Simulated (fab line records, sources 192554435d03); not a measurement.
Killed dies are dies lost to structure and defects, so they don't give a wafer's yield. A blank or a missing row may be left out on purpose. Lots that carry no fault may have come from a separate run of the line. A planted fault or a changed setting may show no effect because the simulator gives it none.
A lot that was struck, set against a sound lot | flow n5_finfet | 22 steps out of a route of 1938
Sound: wafers L341.2, L341.3, L341.6. Struck: wafers L333.3, L333.5. (L333.2 of the same lot was not struck and is left out.) The cause comes at the end.
Each step with rows lists, per side, the tool, then ch with its chambers, then its first start. Under that, the readings that differ: sound wafers | struck wafers | difference of the means | sigmas: that difference in standard deviations of wafers without a fault.
alike: a reading whose means differ by less than 2 such deviations, as well as words and numbers matching on both sides. not compared: withheld readings; readings where some wafer has no value; bounds like >300 that might hide an equal value; numbers whose values overlap and for which the record gives no deviation.
A row with sigmas, a row that says differs or no value, or rows on one side alone: a step with any of these is where the two part. Non-overlapping numbers with no deviation appear without sigmas and do not part them. A reading missing from all wafers of one side parts the sides only when that side holds two or more wafers.

first, 8 steps without rows for these wafers: N5_BEOL_M15_CMP_49 (polishes, stops on SiO2, t overpolish 4.9 s, target thk 850 nm); N5_BEOL_M15_PRE_CLEAN_52 (time 15 s); N5_BEOL_M15_DEP_53 (deposits SiCN from 3MS/NH3, target thk 50 nm, time 17.8 s); N5_PASSIVATION_PECVD_00 (deposits SiO2 from SiH4/N2O, target thk 200 nm, time 11.2 s); N5_MIM_BOT_DEGAS_01 (time 60 s); N5_MIM_BOT_SPUTTER_00 (material TiN, target thk 35 nm, time 89.7 s); N5_MIM_TOP_ALD_00 (deposits Al2O3, purge time 3 s, co reactant pulse time 3 s); N5_MIM_TOP_ALD_01 (deposits HfO2, target thk 5.6 nm, pulse time 1 s, purge time 3 s).
N5_MIM_TOP_ALD_02: deposits Al2O3, purge time 3 s, co reactant pulse time 3 s.
  sound on ald_hk-01 ch 1,3, day 20 11:00; struck on ald_hk-02 ch 2, day 16 19:00
  alike: precursor_pulse_height_rel
then, 10 steps without rows for these wafers: N5_MIM_TOP_DEGAS_04 (time 60 s); N5_MIM_TOP_SPUTTER_03 (material TiN, target thk 35 nm, time 89.7 s); N5_MIM_TOP_LITHO_HMDS_01 (time 60 s); N5_MIM_TOP_LITHO_COAT_02; N5_MIM_TOP_LITHO_EBR_04; N5_MIM_TOP_LITHO_SOFTBAKE_03 (time 90 s); N5_MIM_TOP_LITHO_EXPOSE_05 (exposes mask MIM TOP, target cd 2000 nm); N5_MIM_TOP_LITHO_PEB_06; N5_MIM_TOP_LITHO_DEVELOP_07 (develop time 60 s); N5_MIM_TOP_LITHO_HARDBAKE_09 (time 120 s).
N5_MIM_TOP_LITHO_INSPECT_12: inspects for defects (macro).
  sound on defect_inspect-02, day 20 13:45; struck on defect_inspect-02, day 16 20:35
  reading          | sound | struck    | difference | sigmas
  raw_defect_count | 4 0 2 | >300 >300 | differs    |
then, 1 step without rows for these wafers: N5_MIM_TOP_LITHO_DESCUM_10 (chemistry O2, time 7.9 s).
N5_PASSIVATION_PROBE_49:
  sound on prober-02, day 20 22:44; struck on prober-02, day 17 08:36
  reading                  | sound          | struck    | difference | sigmas
  defect_limited_yield (%) | 89.1 91.3 91.0 | 84.0 83.4 | -6.8       | -5
  killed_at_other          | 6 9 4          | 93 87     | +84        | +25
  killed_dies              | 129 103 106    | 189 196   | +80        | +5
  killed_on_rim            | 21 10 11       | 26 33     | +16        | +4
  sort_bin_5_function (%)  | 7.0 5.0 5.8    | 9.4 10.3  | +3.9       | +5
  sort_n_pass              | 1051 1077 1074 | 991 984   | -80        | -5
  sort_yield_pct (%)       | 89.1 91.3 91.0 | 84.0 83.4 | -6.8       | -5
  alike: killed_at_M0_to_M3, killed_at_M4_up, killed_at_contacts, killed_at_front_end, killed_open, killed_short, sort_bin_6_memory

== WHERE THEY PART ==
First at N5_MIM_TOP_LITHO_INSPECT_12; last, within this record, at N5_PASSIVATION_PROBE_49.

WHY: what the simulator had put in
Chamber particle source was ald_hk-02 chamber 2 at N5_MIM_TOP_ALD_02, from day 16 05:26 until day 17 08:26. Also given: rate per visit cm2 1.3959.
